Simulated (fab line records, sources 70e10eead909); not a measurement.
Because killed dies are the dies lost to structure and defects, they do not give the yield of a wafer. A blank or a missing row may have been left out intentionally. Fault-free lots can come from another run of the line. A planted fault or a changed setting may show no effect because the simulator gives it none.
Chamber matching / flow nand harc / NHARC_A_BLC_STRIP_21 on rie diel-03: 4 sister chambers
The step strips in O2. 4 wafers are shown with their chamber, then 9 later ones without.

EACH WAFER AND ITS CHAMBER
wafer=L085.2; chamber=2; showerhead plenum p Torr (Torr)=3.53
wafer=L088.3; chamber=0; showerhead plenum p Torr (Torr)=3.67
wafer=L088.4; chamber=3; showerhead plenum p Torr (Torr)=3.78
wafer=L088.6; chamber=1; showerhead plenum p Torr (Torr)=3.45

WAFERS WITHOUT THEIR CHAMBER
wafer=L089.2; showerhead plenum p Torr (Torr)=3.45
wafer=L089.3; showerhead plenum p Torr (Torr)=3.53
wafer=L089.4; showerhead plenum p Torr (Torr)=3.67
wafer=L093.2; showerhead plenum p Torr (Torr)=3.52
wafer=L093.4; showerhead plenum p Torr (Torr)=3.67
wafer=L093.6; showerhead plenum p Torr (Torr)=3.52
wafer=L097.1; showerhead plenum p Torr (Torr)=3.77
wafer=L097.2; showerhead plenum p Torr (Torr)=3.45
wafer=L097.3; showerhead plenum p Torr (Torr)=3.67

CHAMBER TAKEN BY EACH
wafer=L089.2; from the rows above=1; in truth=1
wafer=L089.3; from the rows above=2; in truth=2
wafer=L089.4; from the rows above=0; in truth=0
wafer=L093.2; from the rows above=2; in truth=2
wafer=L093.4; from the rows above=0; in truth=0
wafer=L093.6; from the rows above=2; in truth=2
wafer=L097.1; from the rows above=3; in truth=3
wafer=L097.2; from the rows above=1; in truth=1
wafer=L097.3; from the rows above=0; in truth=0
Correctly placed: 9 of 9. From these rows, 0 cannot be placed. Placed wrongly: 0.
How it was worked out, from the rows above alone: a wafer's distance from a chamber is the root of the sum, over the readings, of the square of ((its reading less the chamber's mean) divided by the reading's scatter). If the next closest chamber is less than 2 further off than the closest, the wafer can't be placed; otherwise it belongs to the closest. Each chamber's mean is taken over the wafers shown for it. The scatter (one wafer shown for each chamber): square how far every hidden wafer sits from the nearest shown wafer, average those squares and take the square root.
